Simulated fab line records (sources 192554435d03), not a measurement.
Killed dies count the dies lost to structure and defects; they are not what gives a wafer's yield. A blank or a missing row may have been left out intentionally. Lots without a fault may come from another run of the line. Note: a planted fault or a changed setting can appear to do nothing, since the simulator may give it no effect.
Problem report, 8D (eight disciplines) form, completed by code / flow n5-finfet / the parts of the form that need people (team, actions taken, sign-off) are left out

1. PROBLEM STATEMENT
Wafers without a fault read 38.0 nm, standard deviation 0.5; thk-nm at N5_FIN_SAQP_THK_MEAS_05 reads a mean of 35.5 nm on 2 wafers belonging to 2 lots. Measured from the usual mean, that is -5.0 standard deviations.
Earliest sighting: wafer L380.1 on film-metro-01 at day 4 18:10. Wafers with a number at this step in the record: 41, from 14 lots. The rule behind "out" and "out of limits": a value lying over 4 standard deviations away from the usual mean. The other wafers with a number count as sound.

2. WHAT IT IS, WHAT IT ISN'T
question=which readings at this step | is=thk-nm | is not=-
question=which lots | is=L380, L382 | is not=L369, L370, L371, L372, L373, L374, L379, L385, L387, L388, L391, L392
question=which wafers of those lots | is=L380.1, L382.2 | is not=L380.3, L380.6, L382.5, L382.6
question=read on which gauges | is=film-metro-01, film-metro-02 | is not=-
question=when | is=from day 4 18:10 | is not=up to then (22 sound wafers); but 17 sound wafers of L382, L385, L387, L388, L391, L392 came after

3. THE SUSPECTS, EACH WITH WHAT RULES IT OUT
Counting: any tool at a process step up to the reading remains a suspect provided it ran every lot that is out. Sound lots after the first of them don't rule it out here, since some wafers of a struck lot are sound.
- the gauge at N5_FIN_SAQP_THK_MEAS_05 has been ruled out. 2 gauges (film-metro-01, film-metro-02) read the wafers that are out.
- rtp-anneal-01 at N5_FIN_SAQP_DENSIFY_62 (time 60 s): kept. It processed each lot that is out (first: L380, day 4 17:52); up to then, its last sound lot is L379 (day 4 08:55).
- pecvd-01 at N5_FIN_SAQP_HM_DEP_03 (deposits SiNx from SiH4/NH3/N2, target thk 38 nm, time 33.6 s): kept. It processed each lot that is out (first: L380, day 4 18:05); up to then, its last sound lot is L379 (day 4 09:07).
The count leaves pecvd-01 at N5_FIN_SAQP_HM_DEP_03 and rtp-anneal-01 at N5_FIN_SAQP_DENSIFY_62.

4. THE CAUSE (what the simulator had put in)
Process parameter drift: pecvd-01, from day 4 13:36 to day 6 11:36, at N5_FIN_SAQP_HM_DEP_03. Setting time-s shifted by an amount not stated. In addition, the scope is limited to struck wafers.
Counting leaves 2 suspects; this tool is one of them.

5. THE EFFECT CHAIN, in route order
Each row: a reading where the mean over the struck wafers with a number is more than 3 standard deviations away from the usual. Scope: only readings with a usual standard deviation given in the record; hours: median across lots of the time from each lot's start at the first step in this table that gives one to its start at this step; sigmas: change in usual standard deviations.
hours=0; step=N5_FIN_SAQP_THK_MEAS_05; reading=thk-nm; usual=38.0 nm; on struck wafers=35.5; change=-2.5; sigmas=-5.0
hours=5; step=N5_FIN_SAQP_HM_OPEN_33; reading=etch-rf-on-time-s; usual=69.7 s; on struck wafers=65.1; change=-4.6; sigmas=-3.5
The process steps in it:
- N5_FIN_SAQP_HM_OPEN_33: chemistry CH3F/O2, target SiNx, target depth 49.4 nm, time 70.6 s.
Later measuring or inspecting steps at which every struck wafer that the step has a row for has a number for every such reading, and none has moved that far: N5_BEOL_M4_RC_MEAS_101.

6. WHAT WOULD HAVE CAUGHT IT SOONER
5 hours passed between the start of the fault at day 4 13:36 and the first reading out of limits at a measuring or inspecting step in this record, taken at day 4 18:10.
An alarm limit of 4 standard deviations would not have fired on the tool readings at N5_FIN_SAQP_HM_DEP_03 for which the record gives a usual standard deviation, since none of them was out on any struck wafer.
Lots out: 2; of these, L382 started N5_FIN_SAQP_HM_DEP_03 on pecvd-01 after day 4 18:10. A tool hold placed at that time would have kept it from harm.
